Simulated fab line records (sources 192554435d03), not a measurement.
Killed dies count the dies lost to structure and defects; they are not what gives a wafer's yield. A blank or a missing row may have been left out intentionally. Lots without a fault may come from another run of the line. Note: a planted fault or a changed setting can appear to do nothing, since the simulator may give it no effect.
Which tool was responsible? -- flow n5-finfet -- 7 lots, 18 wafers sampled, at 3 steps of a route of 1938

## WHAT THE GAUGES READ, wafer by wafer
N5_BEOL_M4_THK_MEAS_01.
lot,measured,on,M4_ILD_THK (nm)
L764,day 8 00:44,film-metro-02,79.2 78.5 79.2
L765,day 8 15:13,film-metro-01,23.3 79.6 80.2
L768,day 8 21:37,film-metro-02,22.3 80.2
L774,day 11 19:33,film-metro-01,77.4 78.4 79.7
L777,day 12 00:04,film-metro-02,78.8 79.1 81.4
L782,day 13 02:05,film-metro-01,79.2 80.5
L781,day 13 11:58,film-metro-01,77.5 79.9

## EACH LOT AND THE TOOL THAT RAN IT (in order: tool; ch and the chambers of the sampled wafers; start)
lot,N5_BEOL_M3_ANNEAL_95,N5_BEOL_M4_ILD_DEP_00
L764,"pvd-sputter-02, day 7 23:25","pecvd-03 ch 0,2, day 8 00:40"
L765,"pvd-sputter-01, day 8 13:53","pecvd-03 ch 0,2, day 8 15:08"
L768,"pvd-sputter-03, day 8 20:17","pecvd-03 ch 1,2, day 8 21:33"
L774,"pvd-sputter-01, day 11 18:13","pecvd-04 ch 0,1, day 11 19:29"
L777,"pvd-sputter-02, day 11 22:46","pecvd-03 ch 0,2, day 12 00:01"
L782,"pvd-sputter-03, day 13 00:46","pecvd-03 ch 2, day 13 02:01"
L781,"pvd-sputter-01, day 13 10:27","pecvd-04 ch 2, day 13 11:53"
- N5_BEOL_M3_ANNEAL_95: time 240 s.
- N5_BEOL_M4_ILD_DEP_00: deposits SiOC from DEMS/O2, target thk 79 nm, time 15.3 s.

## THE ANSWER, worked out from the rows above alone
Rule: the usual values come from the lots themselves. The widest of any qualifying gaps counts: lots, ordered by their means at a reading, are off when they make up no more than a third of the lots, leave a main group of 4 or more, and stand apart from it by 3 or more times the standard deviation of that group's means. A main group whose means are all the same, to the digits that the tables above print for the reading, isn't used. Also off: a lot with no number at a reading for which 4 or more lots have one. All remaining lots with rows at the step are treated as sound.
Off: L765, L768, at N5_BEOL_M4_THK_MEAS_01 (M4_ILD_THK). Main group: mean 79.2 nm, sd 0.55.
If a tool, at a process step before that reading, ran all the lots that are off and no sound lot after the first of them, it fits. Those tools and the gauges at N5_BEOL_M4_THK_MEAS_01 are tried in the same way. None of those tried fits.

## WHAT THE SIMULATOR HAD PUT IN
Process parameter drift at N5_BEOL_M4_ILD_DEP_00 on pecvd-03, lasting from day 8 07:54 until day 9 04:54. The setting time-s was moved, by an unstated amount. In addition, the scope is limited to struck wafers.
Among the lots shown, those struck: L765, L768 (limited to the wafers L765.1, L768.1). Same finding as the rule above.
